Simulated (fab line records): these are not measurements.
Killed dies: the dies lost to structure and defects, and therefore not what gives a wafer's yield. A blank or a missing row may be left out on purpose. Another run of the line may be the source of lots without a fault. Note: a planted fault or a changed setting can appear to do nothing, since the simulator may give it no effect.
What tool caused it? || flow n5-finfet || Sampling: 12 lots, 36 wafers, 6 of 1938 route steps

== WHAT EACH GAUGE READ, for each wafer ==
N5_BEOL_M3_THK_MEAS_01.
{"lot": "L075", "measured": "day 7 04:49", "on": "film-metro-02", "M3_ILD_THK (nm)": "77.9 79.1 78.7"}
{"lot": "L077", "measured": "day 7 12:11", "on": "film-metro-02", "M3_ILD_THK (nm)": "78.7 79.9 80.1"}
{"lot": "L079", "measured": "day 8 01:23", "on": "film-metro-02", "M3_ILD_THK (nm)": "78.7 78.0 79.2"}
{"lot": "L081", "measured": "day 8 15:37", "on": "film-metro-02", "M3_ILD_THK (nm)": "80.2 79.7 80.6"}
{"lot": "L082", "measured": "day 9 02:26", "on": "film-metro-01", "M3_ILD_THK (nm)": "78.5 79.6 79.2"}
{"lot": "L085", "measured": "day 9 13:49", "on": "film-metro-01", "M3_ILD_THK (nm)": "77.9 79.1 80.7"}
{"lot": "L087", "measured": "day 10 08:58", "on": "film-metro-01", "M3_ILD_THK (nm)": "79.2 80.8 80.3"}
{"lot": "L089", "measured": "day 10 21:44", "on": "film-metro-01", "M3_ILD_THK (nm)": "78.4 81.1 78.9"}
{"lot": "L090", "measured": "day 11 02:42", "on": "film-metro-02", "M3_ILD_THK (nm)": "78.5 80.3 80.5"}
{"lot": "L092", "measured": "day 11 19:45", "on": "film-metro-01", "M3_ILD_THK (nm)": "78.5 79.3 80.5"}
{"lot": "L096", "measured": "day 12 07:43", "on": "film-metro-01", "M3_ILD_THK (nm)": "77.1 79.0 77.6"}
{"lot": "L097", "measured": "day 12 16:55", "on": "film-metro-02", "M3_ILD_THK (nm)": "79.1 79.7 79.8"}

== TOOL THAT RAN EACH LOT (tool first, then ch and the chambers of the sampled wafers, then the start) ==
{"lot": "L075", "N5_BEOL_M2_ETCH_41": "rie-diel-02 ch 1,2, day 6 23:33 or earlier", "N5_BEOL_M2_DEGAS_44": "pvd-sputter-01, day 6 23:33", "N5_BEOL_M2_SPUTTER_81": "pvd-sputter-03, day 7 02:15", "N5_BEOL_M2_ANNEAL_87": "pvd-sputter-03, day 7 02:33", "N5_BEOL_M2_SPUTTER_94": "pvd-sputter-03, day 7 03:21"}
{"lot": "L077", "N5_BEOL_M2_ETCH_41": "rie-diel-02 ch 0,2,3, day 7 07:22 or earlier", "N5_BEOL_M2_DEGAS_44": "pvd-sputter-03, day 7 07:22", "N5_BEOL_M2_SPUTTER_81": "pvd-sputter-01, day 7 09:40", "N5_BEOL_M2_ANNEAL_87": "pvd-sputter-01, day 7 09:58", "N5_BEOL_M2_SPUTTER_94": "pvd-sputter-01, day 7 10:46"}
{"lot": "L079", "N5_BEOL_M2_ETCH_41": "rie-diel-02 ch 1,2,3, day 7 21:44 or earlier", "N5_BEOL_M2_DEGAS_44": "pvd-sputter-01, day 7 21:44", "N5_BEOL_M2_SPUTTER_81": "pvd-sputter-02, day 7 22:54", "N5_BEOL_M2_ANNEAL_87": "pvd-sputter-02, day 7 23:12", "N5_BEOL_M2_SPUTTER_94": "pvd-sputter-02, day 8 00:00"}
{"lot": "L081", "N5_BEOL_M2_ETCH_41": "rie-diel-06 ch 2,3, day 8 10:42 or earlier", "N5_BEOL_M2_DEGAS_44": "pvd-sputter-01, day 8 10:42", "N5_BEOL_M2_SPUTTER_81": "pvd-sputter-03, day 8 12:58", "N5_BEOL_M2_ANNEAL_87": "pvd-sputter-03, day 8 13:16", "N5_BEOL_M2_SPUTTER_94": "pvd-sputter-03, day 8 14:04"}
{"lot": "L082", "N5_BEOL_M2_ETCH_41": "rie-diel-02 ch 1,2,3, day 8 22:43 or earlier", "N5_BEOL_M2_DEGAS_44": "pvd-sputter-02, day 8 22:43", "N5_BEOL_M2_SPUTTER_81": "pvd-sputter-02, day 8 23:56", "N5_BEOL_M2_ANNEAL_87": "pvd-sputter-02, day 9 00:14", "N5_BEOL_M2_SPUTTER_94": "pvd-sputter-02, day 9 01:02"}
{"lot": "L085", "N5_BEOL_M2_ETCH_41": "rie-diel-05 ch 0,1,2, day 9 10:10 or earlier", "N5_BEOL_M2_DEGAS_44": "pvd-sputter-03, day 9 10:10", "N5_BEOL_M2_SPUTTER_81": "pvd-sputter-02, day 9 11:18", "N5_BEOL_M2_ANNEAL_87": "pvd-sputter-02, day 9 11:36", "N5_BEOL_M2_SPUTTER_94": "pvd-sputter-02, day 9 12:24"}
{"lot": "L087", "N5_BEOL_M2_ETCH_41": "rie-diel-06 ch 1,3, day 10 05:13 or earlier", "N5_BEOL_M2_DEGAS_44": "pvd-sputter-01, day 10 05:13", "N5_BEOL_M2_SPUTTER_81": "pvd-sputter-02, day 10 06:15", "N5_BEOL_M2_ANNEAL_87": "pvd-sputter-02, day 10 06:33", "N5_BEOL_M2_SPUTTER_94": "pvd-sputter-02, day 10 07:21"}
{"lot": "L089", "N5_BEOL_M2_ETCH_41": "rie-diel-05 ch 0,1,2, day 10 15:56 or earlier", "N5_BEOL_M2_DEGAS_44": "pvd-sputter-03, day 10 15:56", "N5_BEOL_M2_SPUTTER_81": "pvd-sputter-03, day 10 19:11", "N5_BEOL_M2_ANNEAL_87": "pvd-sputter-03, day 10 19:29", "N5_BEOL_M2_SPUTTER_94": "pvd-sputter-03, day 10 20:17"}
{"lot": "L090", "N5_BEOL_M2_ETCH_41": "rie-diel-06 ch 1,2,3, day 10 23:01 or earlier", "N5_BEOL_M2_DEGAS_44": "pvd-sputter-03, day 10 23:01", "N5_BEOL_M2_SPUTTER_81": "pvd-sputter-02, day 11 00:01", "N5_BEOL_M2_ANNEAL_87": "pvd-sputter-02, day 11 00:19", "N5_BEOL_M2_SPUTTER_94": "pvd-sputter-02, day 11 01:07"}
{"lot": "L092", "N5_BEOL_M2_ETCH_41": "rie-diel-02 ch 0,2,3, day 11 15:55 or earlier", "N5_BEOL_M2_DEGAS_44": "pvd-sputter-01, day 11 15:55", "N5_BEOL_M2_SPUTTER_81": "pvd-sputter-01, day 11 17:14", "N5_BEOL_M2_ANNEAL_87": "pvd-sputter-01, day 11 17:32", "N5_BEOL_M2_SPUTTER_94": "pvd-sputter-01, day 11 18:20"}
{"lot": "L096", "N5_BEOL_M2_ETCH_41": "rie-diel-02 ch 0,3, day 12 04:02 or earlier", "N5_BEOL_M2_DEGAS_44": "pvd-sputter-03, day 12 04:02", "N5_BEOL_M2_SPUTTER_81": "pvd-sputter-02, day 12 05:13", "N5_BEOL_M2_ANNEAL_87": "pvd-sputter-02, day 12 05:31", "N5_BEOL_M2_SPUTTER_94": "pvd-sputter-02, day 12 06:19"}
{"lot": "L097", "N5_BEOL_M2_ETCH_41": "rie-diel-02 ch 1,2,3, day 12 13:17 or earlier", "N5_BEOL_M2_DEGAS_44": "pvd-sputter-02, day 12 13:17", "N5_BEOL_M2_SPUTTER_81": "pvd-sputter-02, day 12 14:25", "N5_BEOL_M2_ANNEAL_87": "pvd-sputter-02, day 12 14:43", "N5_BEOL_M2_SPUTTER_94": "pvd-sputter-02, day 12 15:31"}
- N5_BEOL_M2_ETCH_41: etches SiCN in CH3F/O2, target depth 29.9 nm, time 52.5 s.
- N5_BEOL_M2_DEGAS_44: time 60 s.
- N5_BEOL_M2_SPUTTER_81: material Cu, target thk 4.5 nm, time 8.29 s.
- N5_BEOL_M2_ANNEAL_87: time 240 s.
- N5_BEOL_M2_SPUTTER_94: material Cu, target thk 4.5 nm, time 8.29 s.

== THE ANSWER, worked out from the rows above alone ==
Rule: the lots themselves supply what counts as usual. Put in order of their means at a reading, lots are off if they are a third of the lots or fewer, leave a main group of 4 or more, and stand apart from it by a gap of 3 or more times the standard deviation of the main group's means; of several such gaps the widest counts. Not used: any main group whose means are identical at the precision the tables above print for the reading. A lot without any number at a reading at which 4 lots or more have one is off too. Where the step has rows for the other lots, those lots are counted as sound.
No lot is off at any reading shown: from this, nothing can be told.

== WHAT THE SIMULATOR HAD PUT IN ==
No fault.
